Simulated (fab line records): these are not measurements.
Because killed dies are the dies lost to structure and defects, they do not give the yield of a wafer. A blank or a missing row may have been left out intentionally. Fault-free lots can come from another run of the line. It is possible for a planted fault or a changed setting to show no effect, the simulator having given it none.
Which tool did it?    flow n5_finfet    Sampling: 11 lots, 33 wafers, 2 of 1938 route steps

## WHAT EACH GAUGE READ, for each wafer
N5_PASSIVATION_CD_MEAS_10: target cd 3000 nm.
lot   measured      on         cd_nm (nm)
L770  day 12 17:45  cd_sem-03  2998.7 3000.9 3002.3
L772  day 12 16:49  cd_sem-02  3003.7 3002.2 2999.4
L776  day 13 22:03  cd_sem-02  2998.7 3000.3 2999.1
L777  day 14 09:32  cd_sem-03  3005.9 3001.2 3002.5
L778  day 14 17:59  cd_sem-03  2998.3 3000.5 3000.5
L779  day 14 18:09  cd_sem-03  3001.3 3000.5 3004.2
L780  day 14 22:13  cd_sem-03  2998.3 2999.6 2995.0
L781  day 15 09:29  cd_sem-01  3002.8 3004.6 3002.8
L782  day 15 16:11  cd_sem-03  3000.9 3000.9 3000.8
L787  day 17 03:46  cd_sem-03  3002.1 3002.0 3003.8
L791  day 18 08:11  cd_sem-01  3002.1 3001.5 3003.9

## WHAT TOOL EACH LOT RAN ON (gives the tool, then ch and the chambers of the sampled wafers, and finally the start)
lot   N5_MOL_CONTACT_COAG_PRECLEAN_138
L770  wet_bench-02 ch 2,4,7, day 5 14:39
L772  wet_bench-02 ch 3,4,6, day 5 23:20
L776  wet_bench-03 ch 0,2,5, day 7 01:49
L777  wet_bench-02 ch 0,6,7, day 7 06:08
L778  wet_bench-03 ch 5,6,7, day 7 14:33
L779  wet_bench-05 ch 1,2,4, day 8 01:05
L780  wet_bench-02 ch 0,2,5, day 8 04:21
L781  wet_bench-03 ch 2,6,7, day 8 10:13
L782  wet_bench-05 ch 0,6,7, day 8 21:03
L787  wet_bench-03 ch 1,3,5, day 9 22:24
L791  wet_bench-03 ch 0,5,6, day 11 00:23
- N5_MOL_CONTACT_COAG_PRECLEAN_138: cleans in alkaline clean, time 60 s.

## WHAT THE TOOLS THEMSELVES READ (means of the sampled wafers that have a number; where no wafer has one, the mark that the record gives instead)
The record holds no such reading with a usual standard deviation.

## THE ANSWER, worked out from the rows above alone
Rule: what is usual is taken from the lots themselves. The widest of any qualifying gaps counts: lots, ordered by their means at a reading, are off when they make up no more than a third of the lots, leave a main group of 4 or more, and stand apart from it by 3 or more times the standard deviation of that group's means. If all means in a main group match to the digits the tables above print for the reading, that group is not used. A lot without any number at a reading at which 4 lots or more have one is off too. Any other lot the step has rows for is counted as sound. After the gauges, taken in route order, come the tools' own readings; for these a lot's mean is taken, as printed above. The first step at which some lot is off is used, and at that step the reading that is off furthest; a lot without a number counts as furthest.
None of the lots is off at any reading shown; this tells nothing.

## WHAT WAS PUT IN BY THE SIMULATOR
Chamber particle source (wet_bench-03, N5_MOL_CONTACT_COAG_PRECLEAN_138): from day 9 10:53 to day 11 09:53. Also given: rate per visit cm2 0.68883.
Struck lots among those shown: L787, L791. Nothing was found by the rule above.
